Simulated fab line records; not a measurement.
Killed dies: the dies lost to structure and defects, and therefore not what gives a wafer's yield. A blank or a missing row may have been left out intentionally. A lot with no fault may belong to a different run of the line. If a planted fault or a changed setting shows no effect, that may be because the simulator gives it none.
fab line records + flow n5Finfet
record
- lots=7
- wafers=21
route steps=1938 shown BEOL_M1@755 BEOL_M2@870 BEOL_M3@963 BEOL_M4@1040 BEOL_M5@1120
startH: hours from the record's first day to the start of the lot's first wafer shown + waitH: hours elapsed since this lot's preceding step + " the same as in the row above + L1.1+2: a single row standing in for several wafers + - no value present, or no start provided + * or withheld: withheld + < > ~ a bound
route shown NAME@n: a module of which the file shows steps, and the number in the route of the first + usual: mean/standard deviation of fault-free wafers + same: alike in all rows + chamber/n: place in a boat + sites: each site's reading + _std_site: the values' standard deviation + _edge_site: mean of outer sites minus mean of inner sites + radiusMm: how far each site lies from the wafer's centre + mask NAME#n: copy n + behind: the tool/chamber that last shaped the wafer + hold: reason for holding the lot/hours on hold/outcome of the hold + device: the transistor (n, p or np) that didn't switch + end of line: tests run on the same wafers once the route is complete + step lacking rows: just its recipe + killed: the dies lost at the first sort to structure and to defects; this is not the yield of the wafer + map: per-die view of a wafer (x killed, . not killed, _ where there is no die)
set.NAME: the setting that was run; set.NAME@STEP: the one run at that earlier step + model.NAME: the simulator's own value behind a step, which no gauge read
one table per step and one row per wafer, for lots whose settings were changed on purpose
## steps
# step N5_BEOL_M1_COAT_61
# recipe
- resist=SOC
- tempC=250
- timeS=60
- spinRpm=1500
- resistThkNm=60
| lot.wafer  | tool          | chamber | startH | waitH | set.spinRpm | model.SOC_of_BEOL_M1_COAT_61.thkNm |
|------------|---------------|---------|--------|-------|-------------|------------------------------------|
| L074.1     | lithoTrack-02 | 0       | 126.21 | 0.1   | 1609        | 58                                 |
| L074.3     | "             | 0       | "      | "     | 1500        | 60                                 |
| L074.5     | "             | 0       | "      | "     | 1500        | 60.2                               |
| L083.2+4   | lithoTrack-01 | 0       | 177.75 | 0.1   | 1500        | 59.6                               |
| L083.5     | "             | 0       | "      | "     | 1453        | 60.8                               |
| L086.4     | lithoTrack-05 | 0       | 198.56 | 0.1   | 1500        | 60                                 |
| L086.5     | "             | 0       | "      | "     | 1500        | 59.8                               |
| L086.6     | "             | 0       | "      | "     | 1393        | 62.2                               |
| L087.2+5   | lithoTrack-05 | 0       | 198.74 | 0.1   | 1549        | 59.2                               |
| L087.3     | "             | 0       | "      | "     | 1500        | 60                                 |
| L091.1+3   | lithoTrack-02 | 0       | 224.10 | 0.1   | 1500        | 60.4                               |
| L091.4     | "             | 0       | "      | "     | 1618        | 58                                 |
| L093.2+5+6 | lithoTrack-01 | 0       | 235.00 | 0.1   | 1500        | 60                                 |
| L097.1+2   | lithoTrack-01 | 0       | 260.27 | 0.1   | 1500        | 60                                 |
| L097.6     | "             | 0       | "      | "     | 1500        | 60.2                               |
# step N5_BEOL_M1_COAT_62
# recipe
- resist=SiARC
- tempC=220
- timeS=60
- spinRpm=1500
- resistThkNm=12
# step N5_BEOL_M1_COAT_73
# recipe
- resist=underlayer
- tempC=205
- timeS=60
- spinRpm=1500
- resistThkNm=5
# step N5_BEOL_M1_ETCH_74
# recipe
- chemistry=N2/H2
- target=underlayer
- targetDepthA=65
- maskMaterial=CAR-EUV
- timeS=5.2
- ionEnergyEv=200
- pressureMtorr=30
- sourceW=840
- biasW=150
- n2FlowSccm=200
- h2FlowSccm=200
- ends=cleared
# step N5_BEOL_M1_ETCH_63
# recipe
- chemistry=CF4
- target=SiARC
- targetDepthA=156
- maskMaterial=CAR-EUV
- timeS=26
- ionEnergyEv=80
- pressureMtorr=40
- sourceW=545
- biasW=36
- Ar_flow_sccm=100
- cf4FlowSccm=100
- ends=cleared
# step N5_BEOL_M1_ETCH_64
# recipe
- chemistry=N2/H2
- target=SOC
- targetDepthA=750
- overetchA=150
- maskMaterial=SiARC
- tempC=40
- timeS=112.5
- ionEnergyEv=200
- pressureMtorr=30
- sourceW=840
- biasW=150
- n2FlowSccm=200
- h2FlowSccm=200
| lot.wafer | tool       | chamber | startH | waitH | set.spinRpm@BEOL_M1_COAT_61 | model.etch.depthNm |
|-----------|------------|---------|--------|-------|-----------------------------|--------------------|
| L074.1    | rieDiel-01 | 0       | 126.69 | 0.0   | 1609                        | 57.97              |
| L074.3    | "          | 3       | "      | "     | 1500                        | 60.06              |
| L074.5    | "          | 2       | "      | "     | 1500                        | 60.14              |
| L083.2    | rieDiel-02 | 3       | 178.52 | 0.0   | 1500                        | 59.64              |
| L083.4    | "          | 1       | "      | "     | 1500                        | 59.69              |
| L083.5    | "          | 3       | "      | "     | 1453                        | 60.74              |
| L086.4    | rieDiel-01 | 3       | 199.79 | 0.1   | 1500                        | 60.06              |
| L086.5    | "          | 0       | "      | "     | 1500                        | 59.88              |
| L086.6    | "          | 2       | "      | "     | 1393                        | 62.25              |
| L087.2    | rieDiel-02 | 3       | 200.31 | 0.0   | 1549                        | 59.13              |
| L087.3    | "          | 2       | "      | "     | 1500                        | 60.04              |
| L087.5    | "          | 0       | "      | "     | 1549                        | 59.16              |
| L091.1    | rieDiel-02 | 2       | 224.56 | 0.0   | 1500                        | 60.37              |
| L091.3    | "          | 3       | "      | "     | 1500                        | 60.4               |
| L091.4    | "          | 1       | "      | "     | 1618                        | 58.03              |
| L093.2    | rieDiel-02 | 0       | 235.69 | 0.0   | 1500                        | 59.93              |
| L093.5    | "          | 2       | "      | "     | 1500                        | 59.95              |
| L093.6    | "          | 3       | "      | "     | 1500                        | 59.97              |
| L097.1    | rieDiel-02 | 3       | 260.73 | 0.0   | 1500                        | 60.04              |
| L097.2    | "          | 2       | "      | "     | 1500                        | 59.96              |
| L097.6    | "          | 3       | "      | "     | 1500                        | 60.16              |
# step N5_BEOL_M1_STRIP_65
# recipe
- chemistry=N2/H2
- tempC=40
- n2FlowSccm=200
- h2FlowSccm=200
- rfFrequencyHz=6e+07
# step N5_BEOL_M1_STRIP_75
# recipe
- chemistry=N2/H2
- tempC=40
- n2FlowSccm=200
- h2FlowSccm=200
- rfFrequencyHz=6e+07
# step N5_BEOL_M1_STRIP_66
# recipe
- chemistry=CF4
- resist=SiARC
- powerW=300
- biasPowerW=75
- pressureMtorr=50
- cf4FlowSccm=150
- rfFrequencyHz=6e+07
# step N5_BEOL_M1_HM_OPEN_17
# recipe
- chemistry=Cl2/BCl3
- targetDepthA=200
- overetchA=60
- target=TiN
- maskMaterial=SOC
- ionEnergyEv=150
- pressureMtorr=10
- icpW=1000
- biasW=126
- Cl2_flow_sccm=53.25
- bcl3FlowSccm=21.75
- Ar_flow_sccm=25
| lot.wafer | tool        | chamber | startH | waitH | set.spinRpm@BEOL_M1_COAT_61 | model.SOC_of_BEOL_M1_COAT_61.thkNm |
|-----------|-------------|---------|--------|-------|-----------------------------|------------------------------------|
| L074.1    | rieMetal-03 | 0       | 126.86 | 0.0   | 1609                        | 50.4                               |
| L074.3    | "           | 1       | "      | "     | 1500                        | 51.8                               |
| L074.5    | "           | 1       | "      | "     | 1500                        | 52                                 |
| L083.2+4  | rieMetal-01 | 0,1     | 178.68 | 0.0   | 1500                        | 51.6                               |
| L083.5    | "           | 0       | "      | "     | 1453                        | 52.6                               |
| L086.4    | rieMetal-03 | 1       | 199.93 | 0.1   | 1500                        | 52                                 |
| L086.5    | "           | 1       | "      | "     | 1500                        | 51.6                               |
| L086.6    | "           | 0       | "      | "     | 1393                        | 54.6                               |
| L087.2+5  | rieMetal-01 | 0,1     | 200.47 | 0.0   | 1549                        | 51.2                               |
| L087.3    | "           | 0       | "      | "     | 1500                        | 52                                 |
| L091.1+3  | rieMetal-01 | 0       | 224.73 | 0.0   | 1500                        | 52.4                               |
| L091.4    | "           | 1       | "      | "     | 1618                        | 50.2                               |
| L093.2+6  | rieMetal-02 | 0       | 235.87 | 0.0   | 1500                        | 52.2                               |
| L093.5    | "           | 1       | "      | "     | 1500                        | 52.4                               |
| L097.1+2  | rieMetal-02 | 1,0     | 260.90 | 0.0   | 1500                        | 52.4                               |
| L097.6    | "           | 0       | "      | "     | 1500                        | 52.6                               |
# step N5_BEOL_M2_COAT_22
# recipe
- resist=CAR-EUV
- spinRpm=1500
- resistThkNm=30
| lot.wafer  | tool          | chamber | startH | waitH | set.spinRpm | model.CAR-EUV_of_BEOL_M2_COAT_22.thkNm |
|------------|---------------|---------|--------|-------|-------------|----------------------------------------|
| L074.1     | lithoTrack-01 | 0       | -      | -     | 1500        | 29.8                                   |
| L074.3+5   | "             | 0       | "      | "     | 1500        | 30                                     |
| L083.2+4+5 | lithoTrack-04 | 0       | -      | -     | 1500        | 30.2                                   |
| L086.4     | lithoTrack-04 | 0       | -      | -     | 1500        | 30                                     |
| L086.5+6   | "             | 0       | "      | "     | 1394        | 31.2                                   |
| L087.2+5   | lithoTrack-04 | 0       | -      | -     | 1417        | 31                                     |
| L087.3     | "             | 0       | "      | "     | 1500        | 30.2                                   |
| L091.1     | lithoTrack-04 | 0       | -      | -     | 1500        | 30                                     |
| L091.3+4   | "             | 0       | "      | "     | 1500        | 30.2                                   |
| L093.2     | lithoTrack-04 | 0       | -      | -     | 1500        | 30                                     |
| L093.5+6   | "             | 0       | "      | "     | 1457        | 30.6                                   |
| L097.1+2+6 | lithoTrack-03 | 0       | -      | -     | 1500        | 30.2                                   |
# step N5_BEOL_M2_EBR_24
# recipe
- solvent=PGMEA
- ebrWidthMm=1.5
# step N5_BEOL_M2_SOFTBAKE_23
# recipe
- tempC=110
- timeS=60
- resist=CAR-EUV
# step N5_BEOL_M2_DESCUM_33
# recipe
- chemistry=O2
- timeS=7
- sourcePowerW=50
- biasPowerW=20
- pressureMtorr=20
- rfFrequencyHz=2.712e+07
- tempC=40
- resist=CAR-EUV
- o2FlowSccm=225
| lot.wafer  | tool       | chamber | startH | waitH | set.spinRpm@BEOL_M2_COAT_22 | model.CAR-EUV_of_BEOL_M2_COAT_22.thkNm |
|------------|------------|---------|--------|-------|-----------------------------|----------------------------------------|
| L074.1+3+5 | rieDiel-03 | 3,2,2   | 136.47 | 0.0   | 1500                        | 26                                     |
| L083.2+4+5 | rieDiel-06 | 2,1,0   | 205.06 | 0.1   | 1500                        | 26.2                                   |
| L086.4     | rieDiel-06 | 1       | 228.94 | 0.1   | 1500                        | 26.2                                   |
| L086.5+6   | "          | 3,0     | "      | "     | 1394                        | 27.2                                   |
| L087.2+5   | rieDiel-06 | 1       | 229.72 | 0.0   | 1417                        | 27                                     |
| L087.3     | "          | 3       | "      | "     | 1500                        | 26.2                                   |
| L091.1     | rieDiel-06 | 2       | 235.74 | 0.1   | 1500                        | 26                                     |
| L091.3+4   | "          | 0,1     | "      | "     | 1500                        | 26.2                                   |
| L093.2     | rieDiel-03 | 3       | 248.15 | 0.0   | 1500                        | 26                                     |
| L093.5+6   | "          | 1,0     | "      | "     | 1457                        | 26.6                                   |
| L097.1+2+6 | rieDiel-06 | 3,2,3   | 269.62 | 0.0   | 1500                        | 26.2                                   |
# step N5_BEOL_M2_ALD_98
# recipe
- material=SiO2
- targetThkA=25
- tempC=100
- aldPrecursorFamily=BDEAS
- aldCoReactant=O2-plasma
- pulseTimeS=1
- coReactantPulseTimeS=1
- purgeTimeS=2
- coReactantPurgeTimeS=2
- aldCycles=17
- pressureTorr=2
| lot.wafer | tool      | chamber | startH | waitH | set.aldCycles | model.SiO2_of_BEOL_M2_ALD_98.thkNm |
|-----------|-----------|---------|--------|-------|---------------|------------------------------------|
| L074.1+3  | aldSin-02 | 1,0     | 136.82 | 0.3   | 17            | 2.4                                |
| L074.5    | "         | 1       | "      | "     | 14            | 2                                  |
| L083.2    | aldSin-04 | 0       | 205.44 | 0.3   | 17            | 2.4                                |
| L083.4+5  | "         | 1       | "      | "     | 19            | 2.8                                |
| L086.4+6  | aldSin-02 | 0,2     | 229.05 | 0.0   | 17            | 2.4                                |
| L086.5    | "         | 3       | "      | "     | 16            | 2.4                                |
| L087.2    | aldSin-02 | 2       | 229.86 | 0.1   | 18            | 2.6                                |
| L087.3+5  | "         | 1,0     | "      | "     | 17            | 2.4                                |
| L091.1    | aldSin-02 | 3       | 235.87 | 0.1   | 17            | 2.4                                |
| L091.3+4  | "         | 2,0     | "      | "     | 17            | 2.6                                |
| L093.2    | aldSin-04 | 0       | 248.29 | 0.1   | 17            | 2.4                                |
| L093.5    | "         | 3       | "      | "     | 14            | 2                                  |
| L093.6    | "         | 2       | "      | "     | 17            | 2.6                                |
| L097.1    | aldSin-01 | 2       | 270.27 | 0.6   | 17            | 2.6                                |
| L097.2+6  | "         | 3       | "      | "     | 17            | 2.4                                |
# step N5_BEOL_M3_EXPOSE_25
# recipe
- maskId=V2
- na=0.33
- sourceShape=quasar
- sigmaInner=0.2
- sigmaOuter=0.8
- polarization=unpolarized
- defocusNm=5
- doseMj=63
| lot.wafer  | tool          | chamber | startH | waitH | mask | set.doseMj |
|------------|---------------|---------|--------|-------|------|------------|
| L074.1+3+5 | euvScanner-02 | 0       | 166.94 | -     | V2#0 | 63         |
| L083.2     | euvScanner-01 | 0       | 222.73 | -     | V2#0 | 63         |
| L083.4+5   | "             | 0       | "      | "     | V2#0 | 60.12      |
| L087.2+5   | euvScanner-01 | 0       | 241.31 | -     | V2#0 | 66.03      |
| L087.3     | "             | 0       | "      | "     | V2#0 | 63         |
| L086.4     | euvScanner-02 | 0       | 241.54 | -     | V2#0 | 61.58      |
| L086.5+6   | "             | 0       | "      | "     | V2#0 | 63         |
| L091.1     | euvScanner-02 | 0       | 265.35 | -     | V2#0 | 63         |
| L091.3+4   | "             | 0       | "      | "     | V2#0 | 64.75      |
| L093.2+5+6 | euvScanner-02 | 0       | 271.89 | -     | V2#0 | 63         |
| L097.1+2+6 | euvScanner-01 | 0       | 303.51 | -     | V2#0 | 63         |
# step N5_BEOL_M3_PEB_26
# recipe
- pebTempC=100
- pebTimeS=60
- resist=CAR-EUV
# step N5_BEOL_M3_DEVELOP_27
# recipe
- developTimeS=30
- developer=TMAH
- resist=CAR-EUV
- rinseLiquid=surfactantRinse
- dry=airSpin
- devTempC=23
# step N5_BEOL_M3_CD_MEAS_28
# recipe
- targetCdNm=25.7
- landingEnergyEv=500
- detector=seInlens
- targetCdYNm=23.3
- polarity=opening
# usual
- cdNm=25.68/0.2
| lot.wafer | tool     | chamber | startH | waitH | set.doseMj@BEOL_M3_EXPOSE_25 | cdNm  |
|-----------|----------|---------|--------|-------|------------------------------|-------|
| L074.1    | cdSem-03 | 0       | 167.09 | -     | 63                           | 25.44 |
| L074.3    | "        | 0       | "      | "     | 63                           | 25.11 |
| L074.5    | "        | 0       | "      | "     | 63                           | 25.48 |
| L083.2    | cdSem-02 | 0       | 222.87 | -     | 63                           | 25.90 |
| L083.4    | "        | 0       | "      | "     | 60.12                        | 25.00 |
| L083.5    | "        | 0       | "      | "     | 60.12                        | 25.14 |
| L087.2    | cdSem-01 | 0       | 241.45 | -     | 66.03                        | 26.73 |
| L087.3    | "        | 0       | "      | "     | 63                           | 25.81 |
| L087.5    | "        | 0       | "      | "     | 66.03                        | 26.58 |
| L086.4    | cdSem-03 | 0       | 241.66 | -     | 61.58                        | 25.60 |
| L086.5    | "        | 0       | "      | "     | 63                           | 25.73 |
| L086.6    | "        | 0       | "      | "     | 63                           | 25.82 |
| L091.1    | cdSem-02 | 0       | 265.50 | -     | 63                           | 25.87 |
| L091.3    | "        | 0       | "      | "     | 64.75                        | 26.25 |
| L091.4    | "        | 0       | "      | "     | 64.75                        | 26.06 |
| L093.2    | cdSem-03 | 0       | 272.03 | -     | 63                           | 25.76 |
| L093.5    | "        | 0       | "      | "     | 63                           | 25.72 |
| L093.6    | "        | 0       | "      | "     | 63                           | 25.67 |
| L097.1    | cdSem-02 | 0       | 303.66 | -     | 63                           | 25.75 |
| L097.2    | "        | 0       | "      | "     | 63                           | 25.66 |
| L097.6    | "        | 0       | "      | "     | 63                           | 25.47 |
# step N5_BEOL_M3_ETCH_70
# recipe
- chemistry=N2/H2
- target=SOC
- targetDepthA=800
- overetchA=160
- maskMaterial=SiARC
- tempC=40
- timeS=120
- ionEnergyEv=200
- pressureMtorr=30
- sourceW=840
- biasW=150
- n2FlowSccm=200
- h2FlowSccm=200
# usual
- rfVppV=525.1/2.2
| lot.wafer | tool       | chamber | startH | waitH | set.sourceW | rfVppV |
|-----------|------------|---------|--------|-------|-------------|--------|
| L074.1    | rieDiel-02 | 3       | 167.97 | 0.0   | 768.7       | 542.0  |
| L074.3    | "          | 1       | "      | "     | 840         | 525.4  |
| L074.5    | "          | 0       | "      | "     | 840         | 526.3  |
| L083.2    | rieDiel-05 | 3       | 226.97 | 0.0   | 840         | 524.5  |
| L083.4    | "          | 2       | "      | "     | 973.8       | 495.2  |
| L083.5    | "          | 1       | "      | "     | 840         | 524.7  |
| L087.2    | rieDiel-02 | 2       | 247.76 | 0.0   | 840         | 522.9  |
| L087.3    | "          | 0       | "      | "     | 734.7       | 549.8  |
| L087.5    | "          | 3       | "      | "     | 734.7       | 552.3  |
| L086.4    | rieDiel-02 | 1       | 251.27 | 0.0   | 840         | 525.5  |
| L086.5    | "          | 1       | "      | "     | 886.8       | 515.2  |
| L086.6    | "          | 2       | "      | "     | 840         | 521.8  |
| L091.1    | rieDiel-02 | 3       | 274.33 | 0.0   | 965         | 503.7  |
| L091.3    | "          | 0       | "      | "     | 965         | 503.4  |
| L091.4    | "          | 2       | "      | "     | 840         | 520.7  |
| L093.2    | rieDiel-02 | 3       | 286.79 | 0.0   | 840         | 526.9  |
| L093.5    | "          | 3       | "      | "     | 840         | 528.4  |
| L093.6    | "          | 2       | "      | "     | 840         | 521.6  |
| L097.1    | rieDiel-02 | 0       | 304.47 | 0.0   | 840         | 526.4  |
| L097.2    | "          | 3       | "      | "     | 840         | 526.6  |
| L097.6    | "          | 1       | "      | "     | 840         | 524.9  |
# step N5_BEOL_M4_ETCH_64
# recipe
- chemistry=N2/H2
- target=SOC
- targetDepthA=750
- overetchA=225
- maskMaterial=SiARC
- tempC=40
- timeS=121.9
- ionEnergyEv=200
- pressureMtorr=30
- sourceW=840
- biasW=150
- n2FlowSccm=200
- h2FlowSccm=200
| lot.wafer  | tool       | chamber | startH | waitH | set.timeS | model.SiARC_of_BEOL_M4_COAT_62.thkNm |
|------------|------------|---------|--------|-------|-----------|--------------------------------------|
| L074.1     | rieDiel-06 | 3       | 175.58 | 0.0   | 121.9     | 6.2                                  |
| L074.3     | "          | 2       | "      | "     | 148       | 4.8                                  |
| L074.5     | "          | 2       | "      | "     | 148       | 5                                    |
| L083.2+4   | rieDiel-06 | 1,2     | 232.62 | 0.0   | 121.9     | 6                                    |
| L083.5     | "          | 1       | "      | "     | 121.9     | 6.2                                  |
| L087.2+3   | rieDiel-04 | 0,3     | 255.94 | 0.0   | 104.3     | 7.2                                  |
| L087.5     | "          | 3       | "      | "     | 121.9     | 6.4                                  |
| L086.4     | rieDiel-06 | 1       | 257.40 | 0.0   | 121.9     | 6                                    |
| L086.5     | "          | 0       | "      | "     | 121.9     | 6.4                                  |
| L086.6     | "          | 1       | "      | "     | 121.9     | 6.2                                  |
| L091.1     | rieDiel-03 | 3       | 281.37 | 0.0   | 121.9     | 6.4                                  |
| L091.3+4   | "          | 2,0     | "      | "     | 112.4     | 6.8                                  |
| L093.2     | rieDiel-06 | 0       | 297.20 | 0.0   | 121.9     | 6.4                                  |
| L093.5     | "          | 1       | "      | "     | 144.3     | 5                                    |
| L093.6     | "          | 0       | "      | "     | 144.3     | 5.4                                  |
| L097.1+2+6 | rieDiel-04 | 0,3,3   | 312.65 | 0.0   | 121.9     | 6.4                                  |
# step N5_BEOL_M4_STRIP_65
# recipe
- chemistry=N2/H2
- tempC=40
- n2FlowSccm=200
- h2FlowSccm=200
- rfFrequencyHz=6e+07
# step N5_BEOL_M4_STRIP_75
# recipe
- chemistry=N2/H2
- tempC=40
- n2FlowSccm=200
- h2FlowSccm=200
- rfFrequencyHz=6e+07
# step N5_BEOL_M4_STRIP_66
# recipe
- chemistry=CF4
- resist=SiARC
- powerW=300
- biasPowerW=75
- pressureMtorr=50
- cf4FlowSccm=150
- rfFrequencyHz=6e+07
# step N5_BEOL_M4_HM_OPEN_17
# recipe
- chemistry=Cl2/BCl3
- targetDepthA=200
- overetchA=60
- target=TiN
- maskMaterial=SOC
- ionEnergyEv=150
- pressureMtorr=10
- icpW=1000
- biasW=126
- Cl2_flow_sccm=53.25
- bcl3FlowSccm=21.75
- Ar_flow_sccm=25
| lot.wafer | tool        | chamber | startH | waitH | set.timeS@BEOL_M4_ETCH_64 | model.etch.depthNm |
|-----------|-------------|---------|--------|-------|---------------------------|--------------------|
| L074.1    | rieMetal-02 | 1       | 175.76 | 0.0   | 121.9                     | 20.12              |
| L074.3    | "           | 0       | "      | "     | 148                       | 17.69              |
| L074.5    | "           | 0       | "      | "     | 148                       | 17.81              |
| L083.2    | rieMetal-03 | 1       | 232.82 | 0.1   | 121.9                     | 19.84              |
| L083.4    | "           | 1       | "      | "     | 121.9                     | 20.01              |
| L083.5    | "           | 1       | "      | "     | 121.9                     | 20.13              |
| L087.2    | rieMetal-03 | 0       | 256.12 | 0.0   | 104.3                     | 19.99              |
| L087.3    | "           | 0       | "      | "     | 104.3                     | 20.31              |
| L087.5    | "           | 1       | "      | "     | 121.9                     | 20.08              |
| L086.4    | rieMetal-03 | 0       | 257.60 | 0.1   | 121.9                     | 20.06              |
| L086.5    | "           | 1       | "      | "     | 121.9                     | 20.12              |
| L086.6    | "           | 0       | "      | "     | 121.9                     | 19.93              |
| L091.1    | rieMetal-03 | 1       | 281.54 | 0.0   | 121.9                     | 19.84              |
| L091.3    | "           | 1       | "      | "     | 112.4                     | 20.09              |
| L091.4    | "           | 0       | "      | "     | 112.4                     | 19.94              |
| L093.2    | rieMetal-02 | 1       | 297.37 | 0.0   | 121.9                     | 20.27              |
| L093.5    | "           | 0       | "      | "     | 144.3                     | 18.15              |
| L093.6    | "           | 1       | "      | "     | 144.3                     | 18.04              |
| L097.1    | rieMetal-02 | 0       | 312.82 | 0.0   | 121.9                     | 20.53              |
| L097.2    | "           | 0       | "      | "     | 121.9                     | 20.54              |
| L097.6    | "           | 0       | "      | "     | 121.9                     | 20.41              |
# step N5_BEOL_M4_COAT_76
# recipe
- resist=underlayer
- tempC=205
- timeS=60
- spinRpm=1500
- resistThkNm=5
| lot.wafer  | tool          | chamber | startH | waitH | set.spinRpm |
|------------|---------------|---------|--------|-------|-------------|
| L074.1     | lithoTrack-05 | 0       | -      | -     | 1500        |
| L074.3+5   | "             | 0       | "      | "     | 1422        |
| L083.2+4+5 | lithoTrack-03 | 0       | -      | -     | 1500        |
| L087.2+5   | lithoTrack-05 | 0       | -      | -     | 1428        |
| L087.3     | "             | 0       | "      | "     | 1500        |
| L086.4+6   | lithoTrack-05 | 0       | -      | -     | 1615        |
| L086.5     | "             | 0       | "      | "     | 1500        |
| L091.1+3+4 | lithoTrack-01 | 0       | -      | -     | 1500        |
| L093.2+6   | lithoTrack-01 | 0       | -      | -     | 1653        |
| L093.5     | "             | 0       | "      | "     | 1500        |
| L097.1+2+6 | lithoTrack-01 | 0       | -      | -     | 1500        |
# step N5_BEOL_M4_COAT_22
# recipe
- resist=CAR-EUV
- spinRpm=1500
- resistThkNm=30
# step N5_BEOL_M4_EBR_24
# recipe
- solvent=PGMEA
- ebrWidthMm=1.5
# step N5_BEOL_M4_DESCUM_33
# recipe
- chemistry=O2
- timeS=7
- sourcePowerW=50
- biasPowerW=20
- pressureMtorr=20
- rfFrequencyHz=2.712e+07
- tempC=40
- resist=CAR-EUV
- o2FlowSccm=225
# step N5_BEOL_M4_ETCH_77
# recipe
- chemistry=N2/H2
- target=underlayer
- targetDepthA=65
- maskMaterial=CAR-EUV
- timeS=5.2
- ionEnergyEv=200
- pressureMtorr=30
- sourceW=840
- biasW=150
- n2FlowSccm=200
- h2FlowSccm=200
- ends=cleared
| lot.wafer | tool       | chamber | startH | waitH | set.spinRpm@BEOL_M4_COAT_76 | model.CAR-EUV_of_BEOL_M4_COAT_22.thkNm | model.etch.depthNm |
|-----------|------------|---------|--------|-------|-----------------------------|----------------------------------------|--------------------|
| L074.1    | rieDiel-04 | 2       | 176.61 | 0.0   | 1500                        | 20.4                                   | 4.98               |
| L074.3    | "          | 3       | "      | "     | 1422                        | 20.2                                   | 5.119              |
| L074.5    | "          | 3       | "      | "     | 1422                        | 20.2                                   | 5.132              |
| L083.2    | rieDiel-06 | 0       | 233.54 | 0.0   | 1500                        | 20.4                                   | 5                  |
| L083.4    | "          | 3       | "      | "     | 1500                        | 20.4                                   | 4.977              |
| L083.5    | "          | 2       | "      | "     | 1500                        | 20.2                                   | 4.995              |
| L087.2    | rieDiel-04 | 1       | 257.90 | 0.0   | 1428                        | 20.2                                   | 5.126              |
| L087.3    | "          | 3       | "      | "     | 1500                        | 20.4                                   | 4.994              |
| L087.5    | "          | 2       | "      | "     | 1428                        | 20.2                                   | 5.131              |
| L086.4    | rieDiel-03 | 0       | 258.46 | 0.0   | 1615                        | 20.6                                   | 4.822              |
| L086.5    | "          | 0       | "      | "     | 1500                        | 20.4                                   | 5.005              |
| L086.6    | "          | 1       | "      | "     | 1615                        | 20.8                                   | 4.815              |
| L091.1    | rieDiel-03 | 1       | 282.41 | 0.0   | 1500                        | 20.6                                   | 4.994              |
| L091.3    | "          | 2       | "      | "     | 1500                        | 20.4                                   | 4.977              |
| L091.4    | "          | 0       | "      | "     | 1500                        | 20.4                                   | 4.974              |
| L093.2    | rieDiel-06 | 0       | 298.64 | 0.0   | 1653                        | 20.6                                   | 4.746              |
| L093.5    | "          | 2       | "      | "     | 1500                        | 20.2                                   | 4.994              |
| L093.6    | "          | 1       | "      | "     | 1653                        | 20.6                                   | 4.747              |
| L097.1    | rieDiel-04 | 0       | 313.76 | 0.0   | 1500                        | 20.2                                   | 4.986              |
| L097.2    | "          | 3       | "      | "     | 1500                        | 20.2                                   | 5.004              |
| L097.6    | "          | 1       | "      | "     | 1500                        | 20.2                                   | 4.985              |
# step N5_BEOL_M5_COAT_05
# recipe
- resist=CAR-EUV
- spinRpm=1500
- resistThkNm=30
| lot.wafer  | tool          | chamber | startH | waitH | set.spinRpm | model.CAR-EUV_of_BEOL_M5_COAT_05.thkNm |
|------------|---------------|---------|--------|-------|-------------|----------------------------------------|
| L074.1+3   | lithoTrack-02 | 0       | -      | -     | 1500        | 30                                     |
| L074.5     | "             | 0       | "      | "     | 1560        | 29.4                                   |
| L083.2+5   | lithoTrack-03 | 0       | -      | -     | 1500        | 30.2                                   |
| L083.4     | "             | 0       | "      | "     | 1629        | 28.8                                   |
| L087.2     | lithoTrack-03 | 0       | -      | -     | 1500        | 30                                     |
| L087.3+5   | "             | 0       | "      | "     | 1426        | 30.6                                   |
| L086.4     | lithoTrack-03 | 0       | -      | -     | 1500        | 30                                     |
| L086.5     | "             | 0       | "      | "     | 1500        | 30.2                                   |
| L086.6     | "             | 0       | "      | "     | 1622        | 28.8                                   |
| L091.1     | lithoTrack-03 | 0       | -      | -     | 1412        | 30.8                                   |
| L091.3     | "             | 0       | "      | "     | 1500        | 30                                     |
| L091.4     | "             | 0       | "      | "     | 1412        | 31                                     |
| L093.2+5   | lithoTrack-04 | 0       | -      | -     | 1500        | 29.8                                   |
| L093.6     | "             | 0       | "      | "     | 1339        | 31.6                                   |
| L097.1+2+6 | lithoTrack-03 | 0       | -      | -     | 1500        | 30                                     |
## key
split
- step=N5_BEOL_M1_COAT_61
- setting=spinRpm
- stated=1500
- by=wafer
response
- step=N5_BEOL_M1_COAT_61
- reading=model.SOC_of_BEOL_M1_COAT_61.thkNm
- change=-0.306
- per=1%
- r=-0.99
response
- step=N5_BEOL_M1_ETCH_64
- reading=model.etch.depthNm
- change=-0.304
- per=1%
- r=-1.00
response
- step=N5_BEOL_M1_HM_OPEN_17
- reading=model.SOC_of_BEOL_M1_COAT_61.thkNm
- change=-0.29
- per=1%
- r=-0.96
split
- step=N5_BEOL_M2_COAT_22
- setting=spinRpm
- stated=1500
- by=wafer
response
- step=N5_BEOL_M2_COAT_22
- reading=model.CAR-EUV_of_BEOL_M2_COAT_22.thkNm
- change=-0.165
- per=1%
- r=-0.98
response
- step=N5_BEOL_M2_DESCUM_33
- reading=model.CAR-EUV_of_BEOL_M2_COAT_22.thkNm
- change=-0.149
- per=1%
- r=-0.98
split
- step=N5_BEOL_M2_ALD_98
- setting=aldCycles
- stated=17
- by=wafer
response
- step=N5_BEOL_M2_ALD_98
- reading=model.SiO2_of_BEOL_M2_ALD_98.thkNm
- change=+0.0262
- per=1%
- r=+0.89
split
- step=N5_BEOL_M3_EXPOSE_25
- setting=doseMj
- stated=63
- by=wafer
response
- step=N5_BEOL_M3_CD_MEAS_28
- reading=cdNm
- change=+0.159
- per=1%
- r=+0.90
split
- step=N5_BEOL_M3_ETCH_70
- setting=sourceW
- stated=840
- by=wafer
response
- step=N5_BEOL_M3_ETCH_70
- reading=rfVppV
- change=-1.72
- per=1%
- r=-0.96
split
- step=N5_BEOL_M4_ETCH_64
- setting=timeS
- stated=121.9
- by=wafer
response
- step=N5_BEOL_M4_ETCH_64
- reading=model.SiARC_of_BEOL_M4_COAT_62.thkNm
- change=-0.0606
- per=1%
- r=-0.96
response
- step=N5_BEOL_M4_HM_OPEN_17
- reading=model.etch.depthNm
- change=-0.0872
- per=1%
- r=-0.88
split
- step=N5_BEOL_M4_COAT_76
- setting=spinRpm
- stated=1500
- by=wafer
response
- step=N5_BEOL_M4_ETCH_77
- reading=model.CAR-EUV_of_BEOL_M4_COAT_22.thkNm
- change=+0.0394
- per=1%
- r=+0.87
response
- step=N5_BEOL_M4_ETCH_77
- reading=model.etch.depthNm
- change=-0.0252
- per=1%
- r=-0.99
split
- step=N5_BEOL_M5_COAT_05
- setting=spinRpm
- stated=1500
- by=wafer
response
- step=N5_BEOL_M5_COAT_05
- reading=model.CAR-EUV_of_BEOL_M5_COAT_05.thkNm
- change=-0.159
- per=1%
- r=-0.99
